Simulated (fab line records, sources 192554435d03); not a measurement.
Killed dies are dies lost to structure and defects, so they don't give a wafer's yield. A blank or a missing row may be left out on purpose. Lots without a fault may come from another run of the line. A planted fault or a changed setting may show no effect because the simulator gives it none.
A struck lot beside a sound one | flow n5_finfet | 37 steps out of a route of 1938
Sound: wafers L188.2, L188.3, L188.4. Struck: wafers L184.1, L184.3, L184.6. The cause comes at the end.
At each step with rows: each side's tool, then ch and its chambers, then its first start. Under that, the readings that differ: sound wafers | struck wafers | difference of the means | sigmas: that difference in standard deviations of wafers without a fault.
alike: readings whose means differ by less than 2 such deviations, and words and numbers that are the same on both sides. not compared: withheld readings, readings that some wafer has no value for, bounds like >300 that may hide the same value, and numbers for which the record gives no deviation and whose values overlap.
The two part at a step that has a row with sigmas, a row that says differs or no value, or rows on one side only. Numbers that don't overlap but have no deviation are shown without sigmas and don't part them. A reading that every wafer of one side lacks parts them only if that side has two wafers or more.

first, 9 steps without rows for these wafers: N5_BEOL_M4_ANNEAL_95 (time 240 s); N5_BEOL_M4_SPUTTER_96 (material Cu, target thk 4.5 nm, time 8.29 s); N5_BEOL_M4_ECD_50 (material Cu, target thk 300 nm); N5_BEOL_M4_ANNEAL_51 (time 90 s); N5_BEOL_M4_CMP_52 (polishes, stops on SiOC, t overpolish 6.8 s, target thk 40 nm); N5_BEOL_M4_PRE_CLEAN_60 (time 15 s); N5_BEOL_M4_CO_CAP_55 (material Co, precursor CCTBA/H2, target thk 2 nm, time 102.1 s); N5_BEOL_M4_PRE_CLEAN_56 (time 15 s); N5_BEOL_M4_DEP_57 (deposits SiCN from 3MS/NH3, target thk 8 nm, time 14 s).
N5_BEOL_M4_RC_MEAS_101:
  sound on prober-02 ch 0, day 11 09:50; struck on prober-01 ch 0, day 10 03:58
  alike: DIBL_N, DIBL_P, IOFF_N, IOFF_P, ION_N, ION_P, SS_N, SS_P, VT_N, VT_P
then, 24 steps without rows for these wafers: N5_BEOL_M5_ILD_DEP_00 (deposits SiCOH lowk from DEMS/porogen, target thk 140.64 nm, time 25.9 s); N5_BEOL_M5_CURE_79 (cures SiCOH lowk, time 240 s); N5_BEOL_M5_PECVD_70 (deposits SiO2 from TEOS/O2, target thk 16 nm, time 18 s); N5_BEOL_M5_HM_DEP_02 (deposits TiN, target thk 20 nm); N5_BEOL_M5_COAT_59 (time 60 s, resist thk 60 nm); N5_BEOL_M5_COAT_60 (time 60 s, resist thk 12 nm); N5_BEOL_M5_COAT_71 (time 60 s, resist thk 5 nm); N5_BEOL_M5_COAT_05 (resist thk 30 nm); N5_BEOL_M5_EBR_07; N5_BEOL_M5_SOFTBAKE_06 (time 60 s); N5_BEOL_M5_EXPOSE_08 (exposes mask M5, target cd 28 nm); N5_BEOL_M5_PEB_09 (peb time 60 s); N5_BEOL_M5_DEVELOP_10 (develop time 30 s); N5_BEOL_M5_DESCUM_16 (chemistry O2, time 7 s); N5_BEOL_M5_ETCH_72 (etches underlayer in N2/H2, target depth 6.5 nm, time 5.2 s); N5_BEOL_M5_ETCH_61 (etches SiARC in CF4, target depth 15.6 nm, time 26 s); N5_BEOL_M5_ETCH_62 (etches SOC in N2/H2, target depth 75 nm, overetch 15 nm, time 112.5 s); N5_BEOL_M5_STRIP_63 (strips in N2/H2); N5_BEOL_M5_STRIP_73 (strips in N2/H2); N5_BEOL_M5_STRIP_64 (strips in CF4); N5_BEOL_M5_HM_OPEN_17 (chemistry Cl2/BCl3, target TiN, target depth 20 nm, overetch 6 nm); N5_BEOL_M5_STRIP_19 (strips in O2); N5_BEOL_M5_COAT_65 (time 60 s, resist thk 60 nm); N5_BEOL_M5_COAT_66 (time 60 s, resist thk 12 nm).
-- the record jumps here: 3 days lie between the struck wafers' starts before and after (it left off in module BEOL_M5 and takes up again in module BEOL_M12, whose first step shown is number 1649 of the route) --
N5_BEOL_M12_SPUTTER_44: material Ta, target thk 10 nm, time 16.13 s.
  sound on pvd_sputter-03, day 14 12:23; struck on pvd_sputter-01, day 13 00:50
  no value came back on the struck wafers for bias_v (V), cathode_dc_power_W (W), throttle_valve_pct (%); on the sound wafers bias_v (V) reads 78.2 78.7 79.4
N5_BEOL_M12_CMP_49: polishes, stops on SiOC, t overpolish 20.6 s, target thk 320 nm.
  sound on cmp-03 ch 0,1,3, day 14 13:02; struck on cmp-01 ch 0,2, day 13 01:32
  reading                      | sound          | struck         | difference | sigmas
  barrier_field_endpoint_s (s) | 30.9 30.7 31.1 | 18.5 18.9 18.8 | -12.2      | -17
  alike: clearing_platen_down_force_psi, head_pressure_psi, motor_current_A, slurry_filter_dp_kPa
  not compared: model.Cu_of_BEOL_M12_ECD_47.thk_nm
N5_PASSIVATION_PROBE_49:
  sound on prober-01, day 16 02:22; struck on prober-02, day 14 05:22
  reading                  | sound          | struck         | difference | sigmas
  defect_limited_yield (%) | 92.4 94.2 92.7 | 81.4 82.6 80.3 | -11.7      | -7
  killed_at_M4_up          | 9 18 10        | 118 138 136    | +118       | +18
  killed_dies              | 90 68 86       | 220 205 232    | +138       | +7
  killed_on_rim            | 7 6 14         | 63 37 41       | +38        | +10
  sort_bin_5_function (%)  | 4.9 4.0 4.2    | 14.2 14.0 15.4 | +10.2      | +9
  sort_n_pass              | 1090 1112 1094 | 960 975 948    | -138       | -7
  sort_yield_pct (%)       | 92.4 94.2 92.7 | 81.4 82.6 80.3 | -11.7      | -7
  alike: killed_at_M0_to_M3, killed_at_contacts, killed_at_front_end, killed_at_other, killed_open, killed_short, sort_bin_4_leakage, sort_bin_6_memory, sort_bin_8_speed

WHERE THEY PART
First at N5_BEOL_M12_SPUTTER_44; last, within this record, at N5_PASSIVATION_PROBE_49.

WHY: what the simulator had put in
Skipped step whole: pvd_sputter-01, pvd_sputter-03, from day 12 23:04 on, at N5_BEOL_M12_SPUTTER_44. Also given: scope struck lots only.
